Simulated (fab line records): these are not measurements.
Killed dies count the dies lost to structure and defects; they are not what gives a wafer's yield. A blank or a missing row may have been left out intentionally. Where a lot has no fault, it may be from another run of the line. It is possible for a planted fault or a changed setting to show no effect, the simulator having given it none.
Lot-split experiment    flow n5 finfet    7 lots, 39 wafers read, on a route of 1938 steps

== THE SPLIT ==
At N5_PASSIVATION_PECVD_35 (deposits SiNx from SiH4/NH3/N2, target thk 700 nm, time 151.3 s), the setting time s was moved away from the recipe's 151.3 s on 12 of the 39 wafers read, by -58.8% to +58.6%. All remaining wafers had this setting at the recipe value.

Reading taken at the split's own step.

== THE READING ==
SiNx_of_PASSIVATION_PECVD_35.thk nm (the simulator's own value, which no gauge read), in nm, at N5_PASSIVATION_PECVD_35 (deposits SiNx from SiH4/NH3/N2, target thk 700 nm, time 151.3 s). There is no usual value for it anywhere in the file. Here, 27 wafers ran the recipe; their average is 699.0 nm with a standard deviation of 10 nm.

wafer   tool, chamber at the split  time s as run, s  against the recipe  SiNx_of_PASSIVATION_PECVD_35.thk nm, nm  against lot-mates on the recipe
L075.1  pecvd-03, 1                 151.3             recipe              677.8                                    -
L075.2  pecvd-03, 2                 79.27             -47.6%              358.2                                    -327.1
L075.3  pecvd-03, 2                 79.27             -47.6%              363.6                                    -321.7
L075.4  pecvd-03, 1                 151.3             recipe              690.6                                    -
L075.5  pecvd-03, 2                 151.3             recipe              687.6                                    -
L075.6  pecvd-03, 1                 79.27             -47.6%              357                                      -328.3
L074.1  pecvd-01, 2                 151.3             recipe              706.2                                    -
L074.2  pecvd-01, 1                 62.36             -58.8%              295.2                                    -412.0
L074.3  pecvd-01, 0                 62.36             -58.8%              298                                      -409.2
L074.4  pecvd-01, 0                 62.36             -58.8%              305.8                                    -401.4
L074.5  pecvd-01, 2                 151.3             recipe              699.2                                    -
L074.6  pecvd-01, 1                 151.3             recipe              716.2                                    -
L077.1  pecvd-03, 1                 151.3             recipe              692.2                                    -
L077.2  pecvd-03, 2                 151.3             recipe              686.2                                    -
L077.3  pecvd-03, 1                 240               +58.6%              1105                                     +409.9
L077.4  pecvd-03, 2                 151.3             recipe              706.8                                    -
L077.5  pecvd-03, 2                 240               +58.6%              1123                                     +427.9
L077.6  pecvd-03, 1                 240               +58.6%              1119                                     +423.9
L084.1  pecvd-04, 0                 151.3             recipe              688.6                                    -
L084.2  pecvd-04, 1                 121.6             -19.6%              553.2                                    -149.7
L084.3  pecvd-04, 2                 121.6             -19.6%              548.4                                    -154.5
L084.4  pecvd-04, 1                 151.3             recipe              715                                      -
L084.5  pecvd-04, 2                 151.3             recipe              705.2                                    -
L084.6  pecvd-04, 0                 121.6             -19.6%              563.6                                    -139.3
L082.1  pecvd-04, 2                 151.3             recipe              701.8                                    -
L082.4  pecvd-04, 1                 151.3             recipe              707.2                                    -
L082.5  pecvd-04, 0                 151.3             recipe              713.6                                    -
L088.1  pecvd-01, 0                 151.3             recipe              690.2                                    -
L088.2  pecvd-01, 1                 151.3             recipe              684.4                                    -
L088.3  pecvd-01, 2                 151.3             recipe              692                                      -
L088.4  pecvd-01, 2                 151.3             recipe              707.6                                    -
L088.5  pecvd-01, 1                 151.3             recipe              699                                      -
L088.6  pecvd-01, 0                 151.3             recipe              709.6                                    -
L095.1  pecvd-03, 2                 151.3             recipe              691.2                                    -
L095.2  pecvd-03, 1                 151.3             recipe              693.2                                    -
L095.3  pecvd-03, 0                 151.3             recipe              700.6                                    -
L095.4  pecvd-03, 1                 151.3             recipe              698.6                                    -
L095.5  pecvd-03, 2                 151.3             recipe              700.4                                    -
L095.6  pecvd-03, 0                 151.3             recipe              712.2                                    -

FIT RESULTS
A straight line over all 39 wafers: SiNx_of_PASSIVATION_PECVD_35.thk nm changes by +7.01 nm for each +1% of time s; r = +1.00; the points scatter about the line by 10 nm.
The same after taking each lot's own level away (the mean of its wafers on the recipe; 39 wafers): +7.03 nm for each +1%; r = +1.00; scatter 8.8 nm.
The reading moves by 4.1e+02 nm for the largest change in time s, on that fit.
Across the lots, their own levels run from 685.33 to 707.53 nm, a range of 2.2 times the standard deviation given above.
So the lot-to-lot level changes the slope little: the two slopes agree.
Check: with one of the wafers moved furthest among these (-58.8%) left out of the fit, the line predicts -412 nm for it against its lot-mates. Against them it came out at -412 nm.

== THE OTHER SPLITS THESE WAFERS WENT THROUGH ==
Before the reading, these wafers also passed through other splits. Each is held against what the fit with the lots' levels taken away leaves over:
other split on the same wafers     wafers away from the commonest value  r with SiNx_of_PASSIVATION_PECVD_35.thk nm (lot level and that fit taken away)
N5_BEOL_M15_TRENCH_ETCH_34 time s  18                                    +0.21

== THE FILE'S OWN FIT ==
SiNx_of_PASSIVATION_PECVD_35.thk nm changes by +7.02 nm for each +1% of time s, r = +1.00.
